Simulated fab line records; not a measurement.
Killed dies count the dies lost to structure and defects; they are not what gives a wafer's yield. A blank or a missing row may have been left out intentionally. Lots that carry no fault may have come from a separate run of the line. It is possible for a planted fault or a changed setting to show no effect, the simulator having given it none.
fab line records / flow n5_finfet
[record] lots = 3 wafers = 9 last_day = 18
route steps=1938 shown BEOL_M4@1100 BEOL_M5@1112 PASSIVATION@1936
lots untouched by any fault: they come from a run of this same line in which no faults occurred
start_h: start of the lot's first displayed wafer, in hours after the record's first day / wait_h: hours elapsed since this lot's preceding step / " identical to the entry in the row above / L1.1+2: a single row standing in for several wafers / - no value, or no start given / * or withheld: withheld / < > ~ a bound
route shown NAME@n: a module of which the file shows steps, and the number in the route of the first / usual: mean and standard deviation over wafers with no fault / same: alike in all rows / chamber/n: place in a boat / sites: per-site readings / _std_site: their standard deviation / _edge_site: the outer-site mean with the inner-site mean subtracted / radius_mm: for every site, how far away it sits from the centre of the wafer / mask NAME#n: copy n / behind: the last tool/chamber to shape the wafer / hold: why the lot was held/for how many hours/how that ended / device: names the non-switching transistor (n, p or np) / end of line: at the end of the route, the tests of the same wafers / a step without rows: its recipe alone / killed: not the wafer's yield, but the dies lost to structure and defects at the first sort / map: a wafer's dies, marking killed ones x, the rest . and places with no die _
set.NAME: the setting the step ran with; set.NAME@STEP: the setting that earlier step ran with / model.NAME: the simulator's own value behind a step, which no gauge read
certain route steps with their lots: each step a table, each wafer a row
services: a tool's chamber out of use, with start hour (start_h, from the record's first day; less than 0 if before it), hours out, and reason
[[steps]]
[step N5_BEOL_M4_SPUTTER_96]
[recipe] material = Cu target_thk_a = 45 temp_c = -20 chamber_pressure_pa = 0.07 power_w = withheld time_s = 8.29
[step N5_BEOL_M4_ECD_50]
[recipe] material = Cu target_thk_a = 3000
[step N5_BEOL_M4_ANNEAL_51]
[recipe] temp_c = 225 time_s = 90 ambient = N2
[step N5_BEOL_M4_CMP_52]
[recipe] stop_on = SiOC t_overpolish_s = 6.8 down_force_psi = 1 platen_rpm = 50 clearing_platen_down_force_psi = 1.5 clearing_platen_rpm = 50 post_cmp_clean = cu_alkaline target_thk_nm = 40 clearing_platen_pad_velocity_m_s = 0.99484 pad_velocity_m_s = 0.99484
[step N5_BEOL_M4_PRE_CLEAN_60]
[recipe] gas = NH3/H2 time_s = 15 temp_c = * rf_power_w = 300
[step N5_BEOL_M4_CO_CAP_55]
[recipe] material = Co target_thk_a = 20 temp_c = 200 precursor = CCTBA/H2 pressure_torr = 30 time_s = 102.1
[step N5_BEOL_M4_PRE_CLEAN_56]
[recipe] gas = NH3 time_s = 15 temp_c = withheld rf_power_w = 300
[step N5_BEOL_M4_DEP_57]
[recipe] material = SiCN target_thk_a = 80 temp_c = withheld precursor = 3MS/NH3 pressure_torr = 3 rf_w = 202 time_s = 14
[step N5_BEOL_M5_ILD_DEP_00]
[recipe] material = SiCOH_lowk target_thk_a = 1406.4 temp_c = 300 precursor = DEMS/porogen pressure_torr = 5 rf_w = 500 time_s = 25.9
[usual] heater_power_w = 370/59 showerhead_plenum_p_Torr = 5.738/0.016 throttle_valve_pct = 13.8/0.48
lot.wafer=L205.1 tool=pecvd-04 chamber=1 start_h=198.40 wait_h=0.8 heater_power_w=282 showerhead_plenum_p_Torr=5.717 throttle_valve_pct=13.3
lot.wafer=L205.5 tool=pecvd-04 chamber=1 start_h=198.40 wait_h=0.8 heater_power_w=285 showerhead_plenum_p_Torr=5.738 throttle_valve_pct=13.5
lot.wafer=L205.6 tool=pecvd-04 chamber=0 start_h=198.40 wait_h=0.8 heater_power_w=393 showerhead_plenum_p_Torr=5.735 throttle_valve_pct=14.3
lot.wafer=L207.1 tool=pecvd-02 chamber=0 start_h=223.50 wait_h=0.8 heater_power_w=292 showerhead_plenum_p_Torr=5.749 throttle_valve_pct=14.3
lot.wafer=L207.4 tool=pecvd-02 chamber=0 start_h=223.50 wait_h=0.8 heater_power_w=295 showerhead_plenum_p_Torr=5.742 throttle_valve_pct=14.0
lot.wafer=L207.5 tool=pecvd-02 chamber=1 start_h=223.50 wait_h=0.8 heater_power_w=404 showerhead_plenum_p_Torr=5.758 throttle_valve_pct=13.9
lot.wafer=L219.2 tool=pecvd-02 chamber=1 start_h=310.31 wait_h=0.7 heater_power_w=420 showerhead_plenum_p_Torr=5.730 throttle_valve_pct=13.9
lot.wafer=L219.4 tool=pecvd-02 chamber=1 start_h=310.31 wait_h=0.7 heater_power_w=437 showerhead_plenum_p_Torr=5.753 throttle_valve_pct=13.8
lot.wafer=L219.5 tool=pecvd-02 chamber=0 start_h=310.31 wait_h=0.7 heater_power_w=328 showerhead_plenum_p_Torr=5.747 throttle_valve_pct=14.3
[step N5_BEOL_M5_CURE_79]
[recipe] temp_c = 385 time_s = 240 ambient = He/Ar material = SiCOH_lowk
[step N5_BEOL_M5_PECVD_70]
[recipe] material = SiO2 target_thk_a = 160 temp_c = 400 precursor = TEOS/O2 pressure_torr = 5.5 rf_w = 450 teos_flow_sccm = 53.8 gas = O2 flow_sccm = 3000 time_s = 18
[step N5_BEOL_M5_HM_DEP_02]
[recipe] material = TiN target_thk_a = 200 temp_c = 25 chamber_pressure_pa = 0.49996
[step N5_BEOL_M5_COAT_59]
[recipe] resist = SOC temp_c = 250 time_s = 60 spin_rpm = 1500 resist_thk_nm = 60
[step N5_BEOL_M5_COAT_60]
[recipe] resist = SiARC temp_c = 220 time_s = 60 spin_rpm = 1500 resist_thk_nm = 12
[step N5_BEOL_M5_COAT_71]
[recipe] resist = underlayer temp_c = 205 time_s = 60 spin_rpm = 1500 resist_thk_nm = 5
[step N5_BEOL_M5_COAT_05]
[recipe] resist = CAR-EUV spin_rpm = 1500 resist_thk_nm = 30
[step N5_BEOL_M5_EBR_07]
[recipe] solvent = PGMEA ebr_width_mm = 1.5
[step N5_BEOL_M5_SOFTBAKE_06]
[recipe] temp_c = 110 time_s = 60 resist = CAR-EUV
[step N5_BEOL_M5_EXPOSE_08]
[recipe] mask_id = M5 na = 0.33 source_shape = annular sigma_inner = 0.4 sigma_outer = 0.8 polarization = unpolarized target_cd_nm = 28 dose_mj = 35.75
[step N5_BEOL_M5_PEB_09]
[recipe] peb_temp_c = 100 peb_time_s = 60 resist = CAR-EUV
[step N5_BEOL_M5_DEVELOP_10]
[recipe] develop_time_s = 30 developer = TMAH resist = CAR-EUV rinse_liquid = surfactant_rinse dry = air_spin dev_temp_c = 23
[step N5_BEOL_M5_DESCUM_16]
[recipe] chemistry = O2 time_s = 7 source_power_w = 50 bias_power_w = 20 pressure_mtorr = 20 rf_frequency_hz = 2.712e+07 temp_c = 40 resist = CAR-EUV o2_flow_sccm = 225
[step N5_BEOL_M5_ETCH_72]
[recipe] chemistry = N2/H2 target = underlayer target_depth_a = 65 mask_material = CAR-EUV time_s = 5.2 ion_energy_ev = 200 pressure_mtorr = 30 source_w = 840 bias_w = 150 n2_flow_sccm = 200 h2_flow_sccm = 200 ends = cleared
[step N5_BEOL_M5_ETCH_61]
[recipe] chemistry = CF4 target = SiARC target_depth_a = 156 mask_material = CAR-EUV time_s = 26 ion_energy_ev = 80 pressure_mtorr = 40 source_w = 545 bias_w = 36 Ar_flow_sccm = 100 cf4_flow_sccm = 100 ends = cleared
[step N5_BEOL_M5_ETCH_62]
[recipe] chemistry = N2/H2 target = SOC target_depth_a = 750 overetch_a = 150 mask_material = SiARC temp_c = 40 time_s = 112.5 ion_energy_ev = 200 pressure_mtorr = 30 source_w = 840 bias_w = 150 n2_flow_sccm = 200 h2_flow_sccm = 200
[step N5_BEOL_M5_STRIP_63]
[recipe] chemistry = N2/H2 temp_c = 40 n2_flow_sccm = 200 h2_flow_sccm = 200 rf_frequency_hz = 6e+07
[step N5_BEOL_M5_STRIP_73]
[recipe] chemistry = N2/H2 temp_c = 40 n2_flow_sccm = 200 h2_flow_sccm = 200 rf_frequency_hz = 6e+07
[step N5_BEOL_M5_STRIP_64]
[recipe] chemistry = CF4 resist = SiARC power_w = 300 bias_power_w = 75 pressure_mtorr = 50 cf4_flow_sccm = 150 rf_frequency_hz = 6e+07
[step N5_BEOL_M5_HM_OPEN_17]
[recipe] chemistry = Cl2/BCl3 target_depth_a = 200 overetch_a = 60 target = TiN mask_material = SOC ion_energy_ev = 150 pressure_mtorr = 10 icp_w = 1000 bias_w = 126 Cl2_flow_sccm = 53.25 bcl3_flow_sccm = 21.75 Ar_flow_sccm = 25
[step N5_BEOL_M5_STRIP_19]
[recipe] chemistry = O2 power_w = 400 temp_c = 40 pressure_mtorr = 30 rf_frequency_hz = 6e+07 bias_power_w = 0 overash_fraction = 0.2 o2_flow_sccm = 225
[step N5_BEOL_M5_COAT_65]
[recipe] resist = SOC temp_c = 250 time_s = 60 spin_rpm = 1500 resist_thk_nm = 60
[step N5_BEOL_M5_COAT_66]
[recipe] resist = SiARC temp_c = 220 time_s = 60 spin_rpm = 1500 resist_thk_nm = 12
[step N5_BEOL_M5_COAT_74]
[recipe] resist = underlayer temp_c = 205 time_s = 60 spin_rpm = 1500 resist_thk_nm = 5
[step N5_BEOL_M5_INSPECT_30]
[recipe] mode = adi inspect_instrument = brightfield
[usual] raw_defect_count = 398/110
lot.wafer=L205.1 tool=defect_inspect-01 chamber=- start_h=203.96 wait_h=0.1 raw_defect_count=219
lot.wafer=L205.5 tool=defect_inspect-01 chamber=- start_h=203.96 wait_h=0.1 raw_defect_count=286
lot.wafer=L205.6 tool=defect_inspect-01 chamber=- start_h=203.96 wait_h=0.1 raw_defect_count=327
lot.wafer=L207.1 tool=defect_inspect-01 chamber=- start_h=227.33 wait_h=0.1 raw_defect_count=394
lot.wafer=L207.4 tool=defect_inspect-01 chamber=- start_h=227.33 wait_h=0.1 raw_defect_count=476
lot.wafer=L207.5 tool=defect_inspect-01 chamber=- start_h=227.33 wait_h=0.1 raw_defect_count=344
lot.wafer=L219.2 tool=defect_inspect-02 chamber=- start_h=313.74 wait_h=0.0 raw_defect_count=437
lot.wafer=L219.4 tool=defect_inspect-02 chamber=- start_h=313.74 wait_h=0.0 raw_defect_count=520
lot.wafer=L219.5 tool=defect_inspect-02 chamber=- start_h=313.74 wait_h=0.0 raw_defect_count=754
[step N5_PASSIVATION_PROBE_49]
[usual] defect_limited_yield = 90.9/1.5 killed_at_M0_to_M3 = 35/10 killed_at_M4_up = 14/5.2 killed_at_contacts = 13/7.3 killed_at_front_end = 42/12 killed_at_other = 3.4/2.5 killed_dies = 108/18 killed_open = 70/13 killed_short = 35/8 sort_bin_5_function = 5.4/1 sort_bin_6_memory = 3.4/0.71 sort_n_pass = 1072/18 sort_yield_pct = 90.9/1.5
[same] gross_dies = 1180 killed_at_back_side = 0 sort_bin_4_leakage[%] = 0 sort_bin_8_speed[%] = 0
lot.wafer=L205.1 tool=prober-01 chamber=- start_h=299.88 wait_h=0.0 defect_limited_yield[%]=90.4 killed_at_M0_to_M3=46 killed_at_M4_up=24 killed_at_contacts=6 killed_at_front_end=32 killed_at_other=5 killed_dies=113 killed_open=73 killed_short=38 sort_bin_5_function[%]=5.8 sort_bin_6_memory[%]=3.5 sort_n_pass=1067 sort_yield_pct[%]=90.4
lot.wafer=L205.5 tool=prober-01 chamber=- start_h=300.08 wait_h=0.2 defect_limited_yield[%]=90.7 killed_at_M0_to_M3=36 killed_at_M4_up=16 killed_at_contacts=14 killed_at_front_end=37 killed_at_other=7 killed_dies=110 killed_open=69 killed_short=41 sort_bin_5_function[%]=5.3 sort_bin_6_memory[%]=3.6 sort_n_pass=1070 sort_yield_pct[%]=90.7
lot.wafer=L205.6 tool=prober-01 chamber=- start_h=300.13 wait_h=0.3 defect_limited_yield[%]=91.7 killed_at_M0_to_M3=47 killed_at_M4_up=10 killed_at_contacts=8 killed_at_front_end=33 killed_at_other=0 killed_dies=98 killed_open=65 killed_short=30 sort_bin_5_function[%]=5.2 sort_bin_6_memory[%]=2.8 sort_n_pass=1082 sort_yield_pct[%]=91.7
lot.wafer=L207.1 tool=prober-02 chamber=- start_h=325.37 wait_h=0.0 defect_limited_yield[%]=90.2 killed_at_M0_to_M3=55 killed_at_M4_up=7 killed_at_contacts=13 killed_at_front_end=34 killed_at_other=7 killed_dies=116 killed_open=69 killed_short=42 sort_bin_5_function[%]=5.3 sort_bin_6_memory[%]=4.2 sort_n_pass=1064 sort_yield_pct[%]=90.2
lot.wafer=L207.4 tool=prober-02 chamber=- start_h=325.52 wait_h=0.2 defect_limited_yield[%]=88.4 killed_at_M0_to_M3=63 killed_at_M4_up=11 killed_at_contacts=12 killed_at_front_end=41 killed_at_other=10 killed_dies=137 killed_open=84 killed_short=47 sort_bin_5_function[%]=6.7 sort_bin_6_memory[%]=4.7 sort_n_pass=1043 sort_yield_pct[%]=88.4
lot.wafer=L207.5 tool=prober-02 chamber=- start_h=325.57 wait_h=0.2 defect_limited_yield[%]=90.3 killed_at_M0_to_M3=49 killed_at_M4_up=19 killed_at_contacts=13 killed_at_front_end=30 killed_at_other=4 killed_dies=115 killed_open=92 killed_short=21 sort_bin_5_function[%]=5.7 sort_bin_6_memory[%]=3.7 sort_n_pass=1065 sort_yield_pct[%]=90.3
lot.wafer=L219.5 tool=prober-01 chamber=- start_h=426.01 wait_h=0.2 defect_limited_yield[%]=85.2 killed_at_M0_to_M3=21 killed_at_M4_up=86 killed_at_contacts=20 killed_at_front_end=47 killed_at_other=1 killed_dies=175 killed_open=58 killed_short=43 sort_bin_5_function[%]=9.5 sort_bin_6_memory[%]=4.2 sort_n_pass=1005 sort_yield_pct[%]=85.2
// killed by level:class
L205.1 BEOL_M0_SAQP:geometric_particle:short=16 BEOL_M0_SAQP:geometric_particle:open=8 BEOL_M4:geometric_particle:open=7 DUMMY_GATE:geometric_particle:open=6 STI_FIN_REVEAL:geometric_particle:open=5 BEOL_M1:geometric_particle:open=5 BEOL_M2:geometric_particle:open=5 BEOL_M5:geometric_particle:open=5
L205.5 MOL_CONTACT_COAG:geometric_particle:open=12 BEOL_M2:geometric_particle:open=9 BEOL_M0_SAQP:geometric_particle:short=8 BEOL_M4:geometric_particle:open=8 FIN_SAQP:geometric_particle:open=7 FIN_SAQP:geometric_particle:short=7 BEOL_M1:geometric_particle:open=6 BEOL_M0_SAQP:geometric_particle:open=6
L205.6 BEOL_M0_SAQP:geometric_particle:open=10 FIN_SAQP:geometric_particle:short=9 BEOL_M0:geometric_particle:open=9 BEOL_M0_SAQP:geometric_particle:short=8 FIN_SAQP:geometric_particle:open=7 MOL_CONTACT_COAG:geometric_particle:open=6 BEOL_M2:geometric_particle:open=6 STI_FIN_REVEAL:geometric_particle:open=5
L207.1 BEOL_M1:geometric_particle:open=15 MOL_CONTACT_COAG:geometric_particle:open=11 BEOL_M2:geometric_particle:short=10 FIN_SAQP:geometric_particle:short=8 BEOL_M3:geometric_particle:open=8 BEOL_M2:geometric_particle:open=7 FIN_SAQP:geometric_particle:open=6 BEOL_M0_SAQP:geometric_particle:short=5
L207.4 BEOL_M1:geometric_particle:open=14 BEOL_M0_SAQP:geometric_particle:open=12 BEOL_M0_SAQP:geometric_particle:short=10 BEOL_M2:geometric_particle:open=10 FIN_SAQP:geometric_particle:short=8 MOL_CONTACT_COAG:geometric_particle:open=8 BEOL_M3:geometric_particle:open=8 FIN_SAQP:geometric_particle:open=7
L207.5 BEOL_M3:geometric_particle:open=17 FIN_SAQP:geometric_particle:open=11 MOL_CONTACT_COAG:geometric_particle:open=10 BEOL_M1:geometric_particle:open=9 BEOL_M0_SAQP:geometric_particle:open=8 BEOL_M4:geometric_particle:open=8 BEOL_M2:geometric_particle:open=7 STI_FIN_REVEAL:geometric_particle:open=5
L219.5 BEOL_M5:unspecified=69 MOL_CONTACT_COAG:geometric_particle:open=15 STI_FIN_REVEAL:geometric_particle:open=11 BEOL_M0_SAQP:geometric_particle:short=7 STARTING-WAFER:geometric_particle:short=6 FIN_SAQP:geometric_particle:open=5 STI_FIN_REVEAL:geometric_particle:short=5 GATE_CUT:geometric_particle:short=5
// map L219.5 (x killed, . not)
_________________............________________
______________..x..............._____________
___________....x....x.....x....x...__________
__________...........x.......x.xx..._________
________x...........................x._______
_______.........................x......______
______.x.x..x..........x.x.............._____
_____......................x.............____
____..x.................x.....x...........___
___........................................__
___....................x...x...x...x.......__
__..x...x................x.................._
__.............x............x.....xx........_
_...............x..............xx..x.....x...
_.x.x...x..........x.........................
_.............x............x.......x.........
_.........................................x..
_..x.....................x...x......x........
_......................x.x...x.....x....x....
_...x.......x.......x.......x...x..........x.
_.x......xx.......................xx....x....
__.x......x.........x......x..........x.x..._
__......x......xx..................x...x...._
___.x.x.xx.............x.......x...........__
___........x.................x.............__
____......xxxx.x.x.x..xx..x...x..........x___
_____..x.x.xxxxx.xx...........x..x.......____
______..xxxxxxxx....x.x.............x..x_____
_______.xxx.xxxx.x...xx....x...........______
________xxxxxxxxxxxxx........x........_______
__________xxxxxxxxx..........xx.x..._________
___________xxxxxxx..xx..x....x.x...__________
______________xxxx.............._____________
_________________.x........x.________________
// map L207.4 (x killed, . not)
_________________............________________
______________..x.......x......x_____________
___________...x......x....x.....xx.__________
__________..x..x..xx................_________
________........x....................._______
_______.......x..x.............x...x..x______
______....x....x.......xx.............x._____
_____....x......x...............x.....xx.____
____..x....x...x.....x...xx..x...xx.....xx___
___...xx................x.................x__
___....x....x........x..................x..__
__.x.....x.............x.....x.............._
__..x...................x........x...x......_
_.xx...............x..........x...x....x.....
_......x....x...............x........x....x..
_x..x.......xx..x..........x.x..........xx...
_..x..x.............x........x..........x....
_..........x.x......x.x...........x..........
_....x............x.....x....x...............
_.x.......x..x............x........x....x...x
_...................xx........x..............
__..............x..x........x............x.._
__....................x.......x......x...x.._
___.x...............x......x....x.....x..xx__
___.............x..x.x.....................__
____........x........x....................___
_____...............x............x......x____
______.................................._____
_______.......x.....x..x...............______
________..............x........x.x...._______
__________......................x..x_________
___________.x......x...x...x.x.....__________
______________...............x.._____________
_________________.........x..________________
[[services]]
tool=pecvd-02 chamber=- start_h=174.89 hours=0.7 kind=repair
tool=pecvd-02 chamber=- start_h=185.19 hours=4.3 kind=pm
tool=pecvd-04 chamber=1 start_h=222.69 hours=5.5 kind=scheduled_down
tool=pecvd-04 chamber=0 start_h=228.15 hours=2.1 kind=scheduled_down
tool=pecvd-02 chamber=1 start_h=234.64 hours=2.1 kind=scheduled_down
[[key]]
[first_sign] step = N5_BEOL_M5_INSPECT_30 reading = raw_defect_count direction = up sigmas = 3.2 usual = 398 struck = 754
[effect] step = N5_PASSIVATION_PROBE_49 reading = killed_at_M4_up direction = up sigmas = 14 usual = 14 struck = 86
[more_kills_born_at] N5_BEOL_M5_ILD_DEP_00@pecvd-02 = 69
met_at N5_BEOL_M5_ILD_DEP_00
struck_wafers L219.5
onset_between 223.50 310.31
[fault] kind = chamber_particle_source tool = pecvd-02 chamber = 0 onset_h = 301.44 steps = N5_BEOL_M5_ILD_DEP_00 rate_per_visit_cm2 = 0.40636 end_h = 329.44
